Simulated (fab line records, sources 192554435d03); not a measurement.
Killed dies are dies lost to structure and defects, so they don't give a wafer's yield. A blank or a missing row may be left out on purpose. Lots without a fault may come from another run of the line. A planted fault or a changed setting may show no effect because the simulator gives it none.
Split-lot experiment | flow n5_finfet | 7 lots, 21 wafers read, on a route of 1938 steps

THE SPLIT
At N5_BEOL_M11_EXPOSE_25 (exposes mask V10), the setting dose_mj was moved away from the recipe's 85.5 on 4 of the 21 wafers read, by +5.2% to +6.3%. The other wafers ran this setting at the recipe's value.

FROM THE SPLIT TO THE READING: what the file shows between them, 2 steps
- N5_BEOL_M11_PEB_26: peb time 60 s
- N5_BEOL_M11_DEVELOP_27: develop time 30 s

THE READING
cd_nm, in nm, at N5_BEOL_M11_CD_MEAS_28 (target cd 70 nm). Fault-free wafers of this fab line usually give 70.3 nm, standard deviation 0.91 nm.

wafer  | tool, chamber at the split | dose_mj as run | against the recipe | cd_nm, nm | against lot-mates on the recipe
L077.1 | arfi_scanner-03, 0         | 90.86          | +6.3%              | 76.8      | +5.8
L077.4 | arfi_scanner-03, 0         | 85.5           | recipe             | 72.6      | -
L077.6 | arfi_scanner-03, 0         | 85.5           | recipe             | 69.5      | -
L080.2 | arfi_scanner-03, 0         | 85.5           | recipe             | 69.0      | -
L080.5 | arfi_scanner-03, 0         | 89.94          | +5.2%              | 75.0      | +5.1
L080.6 | arfi_scanner-03, 0         | 85.5           | recipe             | 70.8      | -
L082.4 | arfi_scanner-01, 0         | 85.5           | recipe             | 70.1      | -
L082.5 | arfi_scanner-01, 0         | 85.5           | recipe             | 70.9      | -
L082.6 | arfi_scanner-01, 0         | 85.5           | recipe             | 70.0      | -
L090.3 | arfi_scanner-02, 0         | 85.5           | recipe             | 69.2      | -
L090.5 | arfi_scanner-02, 0         | 85.5           | recipe             | 69.7      | -
L090.6 | arfi_scanner-02, 0         | 85.5           | recipe             | 70.7      | -
L092.1 | arfi_scanner-01, 0         | 90.39          | +5.7%              | 74.5      | +5.9
L092.4 | arfi_scanner-01, 0         | 85.5           | recipe             | 68.6      | -
L092.5 | arfi_scanner-01, 0         | 90.39          | +5.7%              | 74.8      | +6.2
L089.2 | arfi_scanner-01, 0         | 85.5           | recipe             | 70.9      | -
L089.3 | arfi_scanner-01, 0         | 85.5           | recipe             | 69.5      | -
L089.5 | arfi_scanner-01, 0         | 85.5           | recipe             | 70.2      | -
L096.3 | arfi_scanner-02, 0         | 85.5           | recipe             | 69.9      | -
L096.5 | arfi_scanner-02, 0         | 85.5           | recipe             | 69.2      | -
L096.6 | arfi_scanner-02, 0         | 85.5           | recipe             | 69.2      | -

THE FIT
A straight line over all 21 wafers: cd_nm changes by +0.926 nm for each +1% of dose_mj; r = +0.92; the points scatter about the line by 0.94 nm.
The same after taking each lot's own level away (the mean of its wafers on the recipe; 21 wafers): +1 nm for each +1%; r = +0.96; scatter 0.72 nm.
On that fit, the largest move of dose_mj shifts the reading by 6.3 nm.
The lots' own levels span 68.60 to 71.05 nm, that is 2.7 times the standard deviation above.
So the lot-to-lot level changes the slope little: the two slopes agree.
Check: with one of the wafers moved furthest among these (+6.3%) left out of the fit, the line predicts +6.49 nm for it against its lot-mates. It came out at +5.75 nm against them.

THE FILE'S OWN FIT
cd_nm changes by +0.983 nm for each +1% of dose_mj, r = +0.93.
